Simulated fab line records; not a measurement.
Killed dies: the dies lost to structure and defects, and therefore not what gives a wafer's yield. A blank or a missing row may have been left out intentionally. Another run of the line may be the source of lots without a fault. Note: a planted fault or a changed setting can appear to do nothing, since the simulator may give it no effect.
fab line records | flow n5-finfet
record: lots: 7 | wafers: 19 | last-day: 16
route steps=1938 shown BEOL_M10@1479 PASSIVATION@1936
lots with no fault: from the same line, run without faults
start-h: the number of hours between the record's first day and the start of the first shown wafer of the lot | wait-h: hours elapsed since this lot's preceding step | " identical to the entry in the row above | L1.1+2: several wafers, shown together as one row | - no value, or no start was given | * or withheld: withheld | < > ~ a bound
route shown NAME@n: a module of which the file shows steps, and the number in the route of the first | usual: the fault-free wafers' mean and standard deviation | same: alike in all rows | chamber/n: place in a boat | sites: per-site readings | _std_site: their standard deviation | _edge_site: inner sites' mean taken away from outer sites' mean | radius-mm: how far each site lies from the wafer's centre | mask NAME#n: copy n | behind: tool/chamber where the wafer was last shaped | hold: why the lot was held/for how many hours/how that ended | device: transistor that didn't switch, given as n, p or np | end of line: tests of these same wafers at the route's end | a step with no rows: only its recipe | killed: dies lost to structure and defects at the first sort, not the wafer's yield | map: per-die view of a wafer (x killed, . not killed, _ where there is no die)
set.NAME: the setting as run; set.NAME@STEP: as run at that earlier step | model.NAME: the simulator's own value behind a step, which no gauge read
certain route steps with their lots: each step a table, each wafer a row
services: a tool's chamber out of use, with start hour (start-h, from the record's first day; less than 0 if before it), hours out, and reason
== steps ==
step: N5_BEOL_M10_SOFTBAKE_06
recipe: temp-c: 110 | time-s: 60 | resist: CAR-ArF
step: N5_BEOL_M10_EXPOSE_08
recipe: mask-id: M10 | na: 1.35 | source-shape: dipole | sigma-inner: 0.411 | sigma-outer: 0.611 | polarization: te | dose-mj: 53.75
step: N5_BEOL_M10_PEB_09
recipe: peb-temp-c: withheld | peb-time-s: 60 | resist: CAR-ArF
step: N5_BEOL_M10_DEVELOP_10
recipe: develop-time-s: 30 | developer: TMAH | resist: CAR-ArF | rinse-liquid: diw | dry: air-spin | dev-temp-c: 23
step: N5_BEOL_M10_CD_MEAS_11
recipe: target-cd-nm: 64.1 | landing-energy-ev: 500 | detector: se-inlens | polarity: opening
usual: cd-nm: 64.1/0.62
lot.wafer | tool      | chamber | start-h | wait-h | cd-nm
L928.1    | cd-sem-01 | 0       | 204.51  | -      | 64.5
L928.5    | "         | 0       | "       | "      | 63.6
L928.6    | "         | 0       | "       | "      | 64.1
L930.1    | cd-sem-01 | 0       | 211.74  | -      | 63.4
L930.3    | "         | 0       | "       | "      | 63.6
L930.4    | "         | 0       | "       | "      | 63.4
L939.1    | cd-sem-01 | 0       | 271.04  | -      | 64.0
L939.4    | "         | 0       | "       | "      | 64.7
L939.5    | "         | 0       | "       | "      | 64.0
L940.3    | cd-sem-02 | 0       | 276.17  | -      | 64.5
L940.5    | "         | 0       | "       | "      | 65.0
L944.3    | cd-sem-02 | 0       | 291.12  | -      | 63.7
L944.5    | "         | 0       | "       | "      | 63.6
L946.1    | cd-sem-03 | 0       | 305.75  | -      | 64.5
L946.3    | "         | 0       | "       | "      | 63.8
L946.5    | "         | 0       | "       | "      | 64.5
L950.1    | cd-sem-01 | 0       | 338.89  | -      | 64.3
L950.5    | "         | 0       | "       | "      | 63.7
L950.6    | "         | 0       | "       | "      | 63.8
step: N5_BEOL_M10_OVL_MEAS_12
recipe: points-per-wafer: 44
usual: M10_OVL: -0.4/0.89
lot.wafer | tool       | chamber | start-h | wait-h | M10_OVL[nm]
L928.1    | overlay-01 | 0       | 204.54  | 0.0    | -1.0
L928.5    | "          | 0       | "       | "      | -0.6
L928.6    | "          | 0       | "       | "      | 0.5
L930.1    | overlay-01 | 0       | 211.77  | 0.0    | -1.0
L930.3    | "          | 0       | "       | "      | -0.1
L930.4    | "          | 0       | "       | "      | 0.1
L939.1    | overlay-02 | 0       | 271.07  | 0.0    | 0.8
L939.4    | "          | 0       | "       | "      | 1.0
L939.5    | "          | 0       | "       | "      | 0.1
L940.3    | overlay-02 | 0       | 276.20  | 0.0    | -1.1
L940.5    | "          | 0       | "       | "      | -1.5
L944.3    | overlay-01 | 0       | 291.15  | 0.0    | -0.6
L944.5    | "          | 0       | "       | "      | -0.2
L946.1    | overlay-01 | 0       | 305.78  | 0.0    | 1.0
L946.3    | "          | 0       | "       | "      | -0.5
L946.5    | "          | 0       | "       | "      | 0.0
L950.1    | overlay-02 | 0       | 338.92  | 0.0    | -1.4
L950.5    | "          | 0       | "       | "      | -1.9
L950.6    | "          | 0       | "       | "      | -1.0
step: N5_BEOL_M10_INSPECT_13
recipe: mode: adi | inspect-instrument: brightfield
usual: raw-defect-count: 406/82
lot.wafer | tool              | chamber | start-h | wait-h | raw-defect-count
L928.1    | defect-inspect-02 | -       | 204.57  | 0.0    | 363
L928.5    | "                 | -       | "       | "      | 483
L928.6    | "                 | -       | "       | "      | 415
L930.1    | defect-inspect-02 | -       | 211.79  | 0.0    | 450
L930.3    | "                 | -       | "       | "      | 421
L930.4    | "                 | -       | "       | "      | 468
L939.1    | defect-inspect-02 | -       | 271.09  | 0.0    | 373
L939.4    | "                 | -       | "       | "      | 336
L939.5    | "                 | -       | "       | "      | 365
L940.3    | defect-inspect-01 | -       | 276.22  | 0.0    | 584
L940.5    | "                 | -       | "       | "      | 386
L944.3    | defect-inspect-02 | -       | 291.18  | 0.0    | 263
L944.5    | "                 | -       | "       | "      | 336
L946.1    | defect-inspect-01 | -       | 305.80  | 0.0    | 341
L946.3    | "                 | -       | "       | "      | 373
L946.5    | "                 | -       | "       | "      | 324
L950.1    | defect-inspect-01 | -       | 338.94  | 0.0    | 362
L950.5    | "                 | -       | "       | "      | 292
L950.6    | "                 | -       | "       | "      | 475
step: N5_BEOL_M10_DESCUM_16
recipe: chemistry: O2 | time-s: 7.9 | source-power-w: 50 | bias-power-w: 20 | pressure-mtorr: 20 | rf-frequency-hz: 2.712e+07 | temp-c: 40 | resist: CAR-ArF | o2-flow-sccm: 225
usual: drypump-motor-current-A: 5.6/0.38 | oes-product-au: 0.80/0.092 | rf-vpp-V: 243.2/1.3 | showerhead-plenum-p-Torr: 2.10/0.072 | temp-c: 40.00/0.11 | throttle-valve-pct: 20.55/0.18
lot.wafer | tool        | chamber | start-h | wait-h | drypump-motor-current-A | oes-product-au | rf-hours-counter-h | rf-vpp-V | showerhead-plenum-p-Torr | temp-c | throttle-valve-pct
L928.1    | rie-diel-02 | 3       | 204.65  | 0.1    | 5.7                     | 0.84           | 65                 | 246.2    | 2.23                     | 40.06  | 20.55
L928.5    | "           | 2       | "       | "      | 5.0                     | 0.71           | -                  | 243.5    | 2.08                     | 40.05  | 20.52
L928.6    | "           | 1       | "       | "      | 5.5                     | 0.71           | -                  | 243.3    | 2.18                     | 40.01  | 20.84
L930.1    | rie-diel-04 | 3       | 211.83  | 0.0    | 5.6                     | 0.72           | 209                | 242.8    | 2.07                     | 40.10  | 20.72
L930.3    | "           | 1       | "       | "      | 5.4                     | 0.88           | 66                 | 244.7    | 2.11                     | 39.92  | 20.39
L930.4    | "           | 3       | "       | "      | 5.6                     | 0.72           | -                  | 242.6    | 2.07                     | 40.13  | 20.72
L939.1    | rie-diel-02 | 0       | 271.13  | 0.0    | 5.3                     | 0.84           | 77                 | 244.2    | 2.09                     | 39.88  | 20.53
L939.4    | "           | 1       | "       | "      | 5.6                     | 0.70           | -                  | 244.0    | 2.17                     | 39.94  | 20.87
L939.5    | "           | 3       | "       | "      | 5.7                     | 0.80           | -                  | 245.6    | 2.22                     | 40.05  | 20.61
L940.3    | rie-diel-06 | 1       | 276.25  | 0.0    | 6.1                     | 0.94           | 7                  | 243.4    | 2.14                     | 39.80  | 20.33
L940.5    | "           | 0       | "       | "      | 5.9                     | 0.93           | -                  | 242.9    | 2.11                     | 39.78  | 20.13
L944.3    | rie-diel-04 | 1       | 291.28  | 0.1    | 5.4                     | 0.83           | 98                 | 243.5    | 2.10                     | 40.05  | 20.44
L944.5    | "           | 2       | "       | "      | 6.4                     | 0.70           | -                  | 241.3    | 1.98                     | 40.04  | 20.40
L946.1    | rie-diel-02 | 1       | 306.24  | 0.4    | 5.6                     | 0.68           | 249                | 243.4    | 2.17                     | 40.21  | 20.89
L946.3    | "           | 2       | "       | "      | 5.0                     | 0.69           | 242                | 243.1    | 2.07                     | 40.15  | 20.58
L946.5    | "           | 1       | "       | "      | 5.6                     | 0.69           | -                  | 241.7    | 2.17                     | 40.17  | 20.89
L950.1    | rie-diel-02 | 1       | 338.98  | 0.0    | 5.5                     | 0.97           | 6                  | 243.4    | 2.17                     | 40.16  | 20.51
L950.5    | "           | 0       | "       | "      | 5.3                     | 0.81           | -                  | 243.7    | 2.08                     | 40.00  | 20.58
L950.6    | "           | 3       | "       | "      | 5.8                     | 0.78           | -                  | 245.1    | 2.21                     | 39.95  | 20.62
step: N5_BEOL_M10_ETCH_61
recipe: chemistry: CF4 | target: SiARC | target-depth-a: 390 | mask-material: CAR-ArF | time-s: 65 | ion-energy-ev: 80 | pressure-mtorr: 40 | source-w: 545 | bias-w: 36 | Ar_flow_sccm: 100 | cf4-flow-sccm: 100 | ends: cleared
usual: drypump-motor-current-A: 5.6/0.38 | etch-rf-on-time-s: 64.3/1.6 | oes-product-au: 0.68/0.082 | rf-vpp-V: 184.1/1 | showerhead-plenum-p-Torr: 2.15/0.061 | throttle-valve-pct: 15.73/0.21
lot.wafer | tool        | chamber | start-h | wait-h | drypump-motor-current-A | etch-rf-on-time-s | oes-product-au | rf-hours-counter-h | rf-vpp-V | showerhead-plenum-p-Torr | throttle-valve-pct
L928.1    | rie-diel-02 | 3       | 204.68  | 0.0    | 5.8                     | 62.1              | 0.73           | 65                 | 183.9    | 2.24                     | 15.46
L928.5    | "           | 2       | "       | "      | 5.0                     | 65.5              | 0.61           | -                  | 183.9    | 2.14                     | 15.82
L928.6    | "           | 1       | "       | "      | 5.5                     | 63.9              | 0.61           | -                  | 185.9    | 2.22                     | 15.98
L930.1    | rie-diel-04 | 3       | 211.86  | 0.0    | 5.6                     | 65.5              | 0.61           | 209                | 183.8    | 2.14                     | 16.02
L930.3    | "           | 1       | "       | "      | 5.4                     | 62.4              | 0.75           | 66                 | 184.1    | 2.16                     | 15.59
L930.4    | "           | 3       | "       | "      | 5.6                     | 65.6              | 0.61           | -                  | 183.6    | 2.14                     | 16.02
L939.1    | rie-diel-02 | 0       | 271.16  | 0.0    | 5.3                     | 63.6              | 0.72           | 77                 | 184.9    | 2.18                     | 15.84
L939.4    | "           | 1       | "       | "      | 5.5                     | 63.3              | 0.60           | -                  | 184.6    | 2.21                     | 16.00
L939.5    | "           | 3       | "       | "      | 5.8                     | 63.0              | 0.70           | -                  | 185.4    | 2.23                     | 15.49
L940.3    | rie-diel-06 | 1       | 276.29  | 0.0    | 6.1                     | 62.7              | 0.81           | 7                  | 185.2    | 2.20                     | 15.54
L940.5    | "           | 0       | "       | "      | 5.9                     | 60.9              | 0.82           | -                  | 183.6    | 2.16                     | 15.30
L944.3    | rie-diel-04 | 1       | 291.32  | 0.0    | 5.4                     | 63.2              | 0.71           | 98                 | 186.8    | 2.15                     | 15.63
L944.5    | "           | 2       | "       | "      | 6.4                     | 67.4              | 0.59           | -                  | 183.7    | 2.03                     | 15.68
L946.1    | rie-diel-02 | 1       | 306.27  | 0.0    | 5.5                     | 64.0              | 0.59           | 249                | 185.2    | 2.20                     | 16.04
L946.3    | "           | 2       | "       | "      | 5.0                     | 65.7              | 0.59           | 242                | 184.0    | 2.13                     | 15.88
L946.5    | "           | 1       | "       | "      | 5.6                     | 64.6              | 0.58           | -                  | 183.9    | 2.20                     | 16.04
L950.1    | rie-diel-02 | 1       | 339.01  | 0.0    | 5.5                     | 62.6              | 0.82           | 6                  | 184.6    | 2.20                     | 15.57
L950.5    | "           | 0       | "       | "      | 5.3                     | 64.6              | 0.68           | -                  | 182.7    | 2.17                     | 15.88
L950.6    | "           | 3       | "       | "      | 5.7                     | 63.5              | 0.67           | -                  | 185.9    | 2.22                     | 15.57
step: N5_BEOL_M10_ETCH_62
recipe: chemistry: N2/H2 | target: SOC | target-depth-a: 1100 | overetch-a: 220 | mask-material: SiARC | temp-c: 40 | time-s: 165 | ion-energy-ev: 200 | pressure-mtorr: 30 | source-w: 840 | bias-w: 150 | n2-flow-sccm: 200 | h2-flow-sccm: 200
usual: drypump-motor-current-A: 5.6/0.37 | oes-product-au: 0.67/0.075 | rf-vpp-V: 524.3/2.3 | showerhead-plenum-p-Torr: 2.55/0.078 | temp-c: 39.99/0.11 | throttle-valve-pct: 17.92/0.18
lot.wafer | tool        | chamber | start-h | wait-h | drypump-motor-current-A | oes-product-au | rf-hours-counter-h | rf-vpp-V | showerhead-plenum-p-Torr | temp-c | throttle-valve-pct
L928.1    | rie-diel-02 | 3       | 204.73  | 0.0    | 5.8                     | 0.70           | 65                 | 528.0    | 2.68                     | 40.12  | 17.76
L928.5    | "           | 2       | "       | "      | 5.0                     | 0.61           | -                  | 522.7    | 2.51                     | 39.91  | 17.92
L928.6    | "           | 1       | "       | "      | 5.6                     | 0.60           | -                  | 526.0    | 2.63                     | 40.00  | 18.08
L930.1    | rie-diel-04 | 3       | 211.91  | 0.0    | 5.7                     | 0.61           | 209                | 522.9    | 2.51                     | 40.06  | 18.12
L930.3    | "           | 1       | "       | "      | 5.4                     | 0.73           | 66                 | 524.5    | 2.57                     | 40.05  | 17.86
L930.4    | "           | 3       | "       | "      | 5.7                     | 0.61           | -                  | 522.6    | 2.51                     | 40.04  | 18.11
L939.1    | rie-diel-02 | 0       | 271.21  | 0.0    | 5.3                     | 0.70           | 77                 | 524.7    | 2.58                     | 40.07  | 18.06
L939.4    | "           | 1       | "       | "      | 5.5                     | 0.59           | -                  | 525.8    | 2.62                     | 40.11  | 18.13
L939.5    | "           | 3       | "       | "      | 5.7                     | 0.68           | -                  | 526.2    | 2.67                     | 40.19  | 17.80
L940.3    | rie-diel-06 | 1       | 276.34  | 0.0    | 6.1                     | 0.80           | 8                  | 525.6    | 2.59                     | 40.14  | 17.62
L940.5    | "           | 0       | "       | "      | 6.0                     | 0.79           | -                  | 525.8    | 2.56                     | 40.08  | 17.52
L944.3    | rie-diel-04 | 1       | 291.37  | 0.0    | 5.4                     | 0.70           | 98                 | 524.5    | 2.56                     | 40.04  | 17.93
L944.5    | "           | 2       | "       | "      | 6.4                     | 0.60           | -                  | 518.8    | 2.42                     | 39.92  | 17.91
L946.1    | rie-diel-02 | 1       | 306.32  | 0.0    | 5.5                     | 0.58           | 249                | 526.6    | 2.61                     | 40.09  | 18.17
L946.3    | "           | 2       | "       | "      | 5.0                     | 0.59           | 242                | 523.9    | 2.50                     | 40.12  | 17.96
L946.5    | "           | 1       | "       | "      | 5.5                     | 0.58           | -                  | 525.9    | 2.61                     | 40.13  | 18.18
L950.1    | rie-diel-02 | 1       | 339.06  | 0.0    | 5.5                     | 0.81           | 6                  | 525.2    | 2.61                     | 40.02  | 17.75
L950.5    | "           | 0       | "       | "      | 5.3                     | 0.67           | -                  | 524.6    | 2.56                     | 39.99  | 18.12
L950.6    | "           | 3       | "       | "      | 5.8                     | 0.66           | -                  | 527.0    | 2.65                     | 39.80  | 17.86
step: N5_BEOL_M10_STRIP_68
recipe: chemistry: N2/H2 | temp-c: 40 | n2-flow-sccm: 200 | h2-flow-sccm: 200 | rf-frequency-hz: 6e+07
step: N5_BEOL_M10_STRIP_67
recipe: chemistry: CF4 | resist: SiARC | power-w: 300 | bias-power-w: 75 | pressure-mtorr: 50 | cf4-flow-sccm: 150 | rf-frequency-hz: 6e+07
usual: drypump-motor-current-A: 5.6/0.38 | oes-product-au: 0.79/0.087 | rf-vpp-V: 271.1/1.5 | showerhead-plenum-p-Torr: 1.80/0.051 | throttle-valve-pct: 13.68/0.23
lot.wafer | tool        | chamber | start-h | wait-h | drypump-motor-current-A | oes-product-au | rf-hours-counter-h | rf-vpp-V | showerhead-plenum-p-Torr | throttle-valve-pct
L928.1    | rie-diel-02 | 3       | 204.88  | 0.0    | 5.8                     | 0.83           | 65                 | 273.8    | 1.87                     | 13.39
L928.5    | "           | 2       | "       | "      | 5.0                     | 0.71           | -                  | 271.1    | 1.79                     | 13.80
L928.6    | "           | 1       | "       | "      | 5.5                     | 0.71           | -                  | 272.1    | 1.86                     | 13.98
L930.1    | rie-diel-04 | 3       | 212.06  | 0.0    | 5.7                     | 0.72           | 209                | 271.9    | 1.79                     | 13.99
L930.3    | "           | 1       | "       | "      | 5.4                     | 0.85           | 67                 | 271.5    | 1.81                     | 13.55
L930.4    | "           | 3       | "       | "      | 5.7                     | 0.72           | -                  | 270.5    | 1.80                     | 14.00
L939.1    | rie-diel-02 | 0       | 271.36  | 0.0    | 5.3                     | 0.83           | 77                 | 272.1    | 1.82                     | 13.73
L939.4    | "           | 1       | "       | "      | 5.6                     | 0.69           | -                  | 272.3    | 1.85                     | 14.03
L939.5    | "           | 3       | "       | "      | 5.8                     | 0.80           | -                  | 273.0    | 1.87                     | 13.44
L940.3    | rie-diel-06 | 1       | 276.48  | 0.0    | 6.1                     | 0.93           | 8                  | 272.1    | 1.84                     | 13.44
L940.5    | "           | 0       | "       | "      | 6.0                     | 0.93           | -                  | 270.4    | 1.80                     | 13.22
L944.3    | rie-diel-04 | 1       | 291.51  | 0.0    | 5.4                     | 0.81           | 98                 | 271.4    | 1.80                     | 13.62
L944.5    | "           | 2       | "       | "      | 6.4                     | 0.70           | -                  | 268.1    | 1.70                     | 13.68
L946.1    | rie-diel-02 | 1       | 306.47  | 0.0    | 5.6                     | 0.68           | 249                | 272.3    | 1.85                     | 14.06
L946.3    | "           | 2       | "       | "      | 5.0                     | 0.69           | 242                | 270.5    | 1.78                     | 13.89
L946.5    | "           | 1       | "       | "      | 5.5                     | 0.69           | -                  | 270.2    | 1.85                     | 14.05
L950.1    | rie-diel-02 | 1       | 339.21  | 0.0    | 5.5                     | 0.94           | 6                  | 271.6    | 1.84                     | 13.51
L950.5    | "           | 0       | "       | "      | 5.3                     | 0.79           | -                  | 273.2    | 1.81                     | 13.81
L950.6    | "           | 3       | "       | "      | 5.7                     | 0.78           | -                  | 272.5    | 1.86                     | 13.51
step: N5_BEOL_M10_HM_OPEN_17
recipe: chemistry: Cl2/BCl3 | target-depth-a: 200 | overetch-a: 60 | target: TiN | mask-material: SOC | ion-energy-ev: 150 | pressure-mtorr: 10 | icp-w: 1000 | bias-w: 126 | Cl2_flow_sccm: 53.25 | bcl3-flow-sccm: 21.75 | Ar_flow_sccm: 25
usual: drypump-motor-current-A: 5.8/0.37 | oes-product-au: 0.65/0.079 | throttle-valve-pct: 22.2/0.31
lot.wafer | tool         | chamber | start-h | wait-h | drypump-motor-current-A | oes-product-au | rf-hours-counter-h | throttle-valve-pct | model.SOC_of_BEOL_M10_COAT_59.thk-nm
L928.1    | rie-metal-01 | 1       | 204.92  | 0.0    | 6.5                     | 0.59           | 74                 | 22.3               | 92.8
L928.5    | "            | 1       | "       | "      | 6.5                     | 0.60           | -                  | 22.3               | 92.2
L928.6    | "            | 0       | "       | "      | 5.4                     | 0.76           | -                  | 22.1               | 92.4
L930.1    | rie-metal-01 | 1       | 212.10  | 0.0    | 6.5                     | 0.58           | 75                 | 22.3               | 92.2
L930.3    | "            | 0       | "       | "      | 5.4                     | 0.74           | -                  | 22.1               | 92.6
L930.4    | "            | 1       | "       | "      | 6.5                     | 0.58           | -                  | 22.3               | 92.4
L939.1    | rie-metal-01 | 0       | 271.40  | 0.0    | 5.4                     | 0.72           | 16                 | 22.1               | 92.6
L939.4    | "            | 0       | "       | "      | 5.4                     | 0.73           | -                  | 22.1               | 92.2
L939.5    | "            | 1       | "       | "      | 6.4                     | 0.58           | -                  | 22.3               | 87.6
L940.3    | rie-metal-01 | 0       | 276.55  | 0.1    | 5.4                     | 0.72           | -                  | 22.1               | 87.4
L940.5    | "            | 1       | "       | "      | 6.5                     | 0.58           | -                  | 22.3               | 87.2
L944.3    | rie-metal-01 | 0       | 291.58  | 0.1    | 5.4                     | 0.72           | -                  | 22.1               | 87.8
L944.5    | "            | 1       | "       | "      | 6.4                     | 0.58           | -                  | 22.3               | 87.6
L946.1    | rie-metal-03 | 0       | 306.51  | 0.0    | 5.7                     | 0.59           | 85                 | 22.5               | 91.8
L946.3    | "            | 0       | "       | "      | 5.8                     | 0.59           | -                  | 22.5               | 91.8
L946.5    | "            | 0       | "       | "      | 5.7                     | 0.60           | -                  | 22.5               | 91.8
L950.1    | rie-metal-03 | 1       | 339.25  | 0.0    | 5.7                     | 0.71           | 19                 | 21.7               | 92.4
L950.5    | "            | 1       | "       | "      | 5.8                     | 0.72           | -                  | 21.7               | 92.2
L950.6    | "            | 0       | "       | "      | 5.7                     | 0.58           | -                  | 22.5               | 92.4
step: N5_BEOL_M10_STRIP_19
recipe: chemistry: O2 | power-w: 400 | temp-c: 40 | pressure-mtorr: 30 | rf-frequency-hz: 6e+07 | bias-power-w: 0 | overash-fraction: 0.2 | o2-flow-sccm: 225
usual: drypump-motor-current-A: 5.6/0.37 | oes-product-au: 0.79/0.095 | rf-vpp-V: 3.7/0.62 | showerhead-plenum-p-Torr: 2.11/0.074 | temp-c: 39.98/0.11 | throttle-valve-pct: 16.80/0.19
lot.wafer | tool        | chamber | start-h | wait-h | drypump-motor-current-A | oes-product-au | rf-hours-counter-h | rf-vpp-V | showerhead-plenum-p-Torr | temp-c | throttle-valve-pct
L928.1    | rie-diel-02 | 1       | 205.03  | 0.1    | 5.5                     | 0.70           | 210                | 3.9      | 2.19                     | 39.95  | 17.09
L928.5    | "           | 2       | "       | "      | 5.0                     | 0.70           | -                  | 3.4      | 2.08                     | 39.97  | 16.82
L928.6    | "           | 3       | "       | "      | 5.8                     | 0.83           | -                  | 4.0      | 2.24                     | 39.99  | 16.71
L930.1    | rie-diel-02 | 2       | 212.22  | 0.1    | 5.0                     | 0.71           | 211                | 4.8      | 2.08                     | 39.90  | 16.82
L930.3    | "           | 1       | "       | "      | 5.6                     | 0.70           | 212                | 4.1      | 2.19                     | 40.04  | 17.08
L930.4    | "           | 0       | "       | "      | 5.3                     | 0.86           | 56                 | 3.0      | 2.10                     | 39.89  | 16.71
L939.1    | rie-diel-06 | 1       | 271.54  | 0.1    | 6.0                     | 0.96           | 4                  | 2.6      | 2.14                     | 40.18  | 16.53
L939.4    | "           | 3       | "       | "      | 5.9                     | 0.92           | 14                 | 2.9      | 2.05                     | 40.17  | 16.84
L939.5    | "           | 1       | "       | "      | 6.1                     | 0.96           | -                  | 3.5      | 2.14                     | 39.99  | 16.54
L940.3    | rie-diel-02 | 0       | 276.84  | 0.3    | 5.3                     | 0.82           | 81                 | 3.5      | 2.09                     | 39.90  | 16.73
L940.5    | "           | 0       | "       | "      | 5.3                     | 0.83           | -                  | 4.0      | 2.09                     | 40.08  | 16.73
L944.3    | rie-diel-02 | 1       | 291.66  | 0.1    | 5.5                     | 0.69           | 243                | 3.2      | 2.17                     | 40.03  | 17.13
L944.5    | "           | 1       | "       | "      | 5.5                     | 0.69           | -                  | 3.1      | 2.17                     | 39.91  | 17.14
L946.1    | rie-diel-04 | 0       | 306.62  | 0.1    | 6.2                     | 0.74           | 153                | 4.6      | 2.02                     | 40.19  | 16.77
L946.3    | "           | 1       | "       | "      | 5.4                     | 0.82           | 105                | 3.3      | 2.10                     | 40.02  | 16.70
L946.5    | "           | 3       | "       | "      | 5.7                     | 0.69           | -                  | 4.6      | 2.07                     | 39.86  | 17.06
L950.1    | rie-diel-02 | 0       | 339.36  | 0.1    | 5.3                     | 0.80           | 108                | 3.7      | 2.08                     | 40.09  | 16.79
L950.5    | "           | 1       | "       | "      | 5.5                     | 0.98           | -                  | 4.7      | 2.17                     | 40.03  | 16.69
L950.6    | "           | 0       | "       | "      | 5.3                     | 0.81           | -                  | 3.8      | 2.08                     | 39.91  | 16.79
step: N5_PASSIVATION_PROBE_49
usual: defect-limited-yield: 91.5/1.5 | killed_at_M0_to_M3: 32/9.4 | killed_at_M4_up: 12/5.1 | killed-at-contacts: 11/7.4 | killed-at-front-end: 41/11 | killed-at-other: 3.4/2.5 | killed-dies: 100/17 | killed-open: 65/14 | killed-short: 33/7 | sort_bin_4_leakage: 0.00/0.01 | sort_bin_5_function: 4.9/0.96 | sort_bin_6_memory: 3.1/0.7 | sort-n-pass: 1080/17 | sort-yield-pct: 91.5/1.5
same: gross-dies: 1180 | killed-at-back-side: 0 | sort_bin_8_speed[%]: 0
lot.wafer | tool      | chamber | start-h | wait-h | defect-limited-yield[%] | killed_at_M0_to_M3 | killed_at_M4_up | killed-at-contacts | killed-at-front-end | killed-at-other | killed-dies | killed-open | killed-short | sort_bin_4_leakage[%] | sort_bin_5_function[%] | sort_bin_6_memory[%] | sort-n-pass | sort-yield-pct[%]
L930.1    | prober-01 | -       | 255.69  | 0.0    | 92.3                    | 27                 | 14              | 8                  | 38                  | 4               | 91          | 56          | 26           | 0                     | 3.9                    | 3.1                  | 1089        | 92.3
L930.3    | prober-01 | -       | 255.79  | 0.1    | 93.6                    | 22                 | 7               | 14                 | 29                  | 4               | 76          | 44          | 23           | 0                     | 3.8                    | 1.4                  | 1104        | 93.6
L930.4    | prober-01 | -       | 255.84  | 0.2    | 92.7                    | 26                 | 10              | 11                 | 32                  | 7               | 86          | 43          | 43           | 0                     | 4.2                    | 2.9                  | 1094        | 92.7
L939.1    | prober-02 | -       | 317.61  | 0.0    | 90.3                    | 45                 | 11              | 26                 | 33                  | 0               | 115         | 83          | 28           | 0                     | 5.7                    | 3.6                  | 1065        | 90.3
killed by level:class
L930.1 HKMG_FIN:area-etch=8 BEOL_M0_SAQP:geometric-particle:open=7 BEOL_M2:geometric-particle:open=6 BEOL_M4:geometric-particle:open=6 FIN_SAQP:geometric-particle:open=5 STI_FIN_REVEAL:geometric-particle:open=5 MOL_CONTACT_COAG:geometric-particle:open=5 DUMMY_GATE:geometric-particle:open=4
L930.3 MOL_CONTACT_COAG:geometric-particle:open=12 HKMG_FIN:area-etch=9 DUMMY_GATE:geometric-particle:open=6 BEOL_M1:geometric-particle:open=5 BEOL_M4:geometric-particle:open=5 STARTING-WAFER:geometric-particle:short=4 GATE_CUT:geometric-particle:open=3 BEOL_M1:geometric-particle:short=3
L930.4 GATE_CUT:geometric-particle:short=8 BEOL_M2:geometric-particle:open=7 MOL_CONTACT_COAG:geometric-particle:short=6 STARTING-WAFER:geometric-particle:short=6 MOL_CONTACT_COAG:geometric-particle:open=5 FIN_SAQP:geometric-particle:open=4 BEOL_M0_SAQP:geometric-particle:short=4 BEOL_M2:geometric-particle:short=4
L939.1 MOL_CONTACT_COAG:geometric-particle:open=19 BEOL_M1:geometric-particle:open=13 STI_FIN_REVEAL:geometric-particle:open=12 BEOL_M0_SAQP:geometric-particle:short=11 BEOL_M0_SAQP:geometric-particle:open=11 MOL_CONTACT_COAG:geometric-particle:short=7 FIN_SAQP:geometric-particle:open=6 STARTING-WAFER:geometric-particle:open=4
== services ==
tool         | chamber | start-h | hours | kind
rie-diel-02  | -       | 192.75  | 0.2   | repair
rie-diel-06  | 0       | 198.38  | -     | clean
rie-diel-06  | 0       | 198.38  | -     | consumable-replace:focus-ring
rie-diel-06  | 0       | 198.38  | 20.0  | scheduled-down
rie-diel-04  | 0       | 208.52  | 8.1   | repair
rie-diel-06  | -       | 224.00  | 4.3   | pm
rie-metal-01 | 1       | 225.19  | 7.6   | repair
rie-diel-02  | 2       | 266.21  | 11.0  | repair
rie-diel-04  | -       | 279.19  | 1.3   | repair
rie-diel-04  | 2       | 280.55  | 4.1   | repair
rie-metal-03 | 0       | 302.78  | 1.7   | repair
rie-diel-02  | 1       | 308.79  | -     | clean
rie-diel-02  | 1       | 308.79  | -     | consumable-replace:focus-ring
rie-diel-02  | 1       | 308.79  | 16.9  | scheduled-down
rie-diel-02  | 1       | 308.79  | 16.9  | vent-cycle
rie-diel-06  | -       | 319.94  | 0.8   | repair
rie-diel-04  | 3       | 320.95  | -     | clean
rie-diel-04  | 3       | 320.95  | -     | consumable-replace:focus-ring
rie-diel-04  | 3       | 320.95  | 17.0  | scheduled-down
rie-diel-04  | 3       | 320.95  | 17.0  | vent-cycle
rie-diel-02  | 2       | 325.73  | -     | clean
rie-diel-02  | 2       | 325.73  | -     | consumable-replace:focus-ring
rie-diel-02  | 2       | 325.73  | 15.4  | scheduled-down
rie-diel-02  | 2       | 325.73  | 15.4  | vent-cycle
== key ==
first-sign none at tools or gauges
model-effect: step: N5_BEOL_M10_HM_OPEN_17 | value: SOC_of_BEOL_M10_COAT_59.thk-nm | without: 92.32 | struck: 87.52
met-at N5_BEOL_M10_HM_OPEN_17
struck-wafers L939.5,L940.3,L940.5,L944.3,L944.5
onset-between 212.10 271.40
fault: kind: process-parameter-drift | tool: rie-metal-01 | chamber: - | onset-h: 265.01 | steps: N5_BEOL_M10_HM_OPEN_17 | channel: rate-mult | offset: 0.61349 | shape: step | end-h: 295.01 | scope: struck-wafers-only
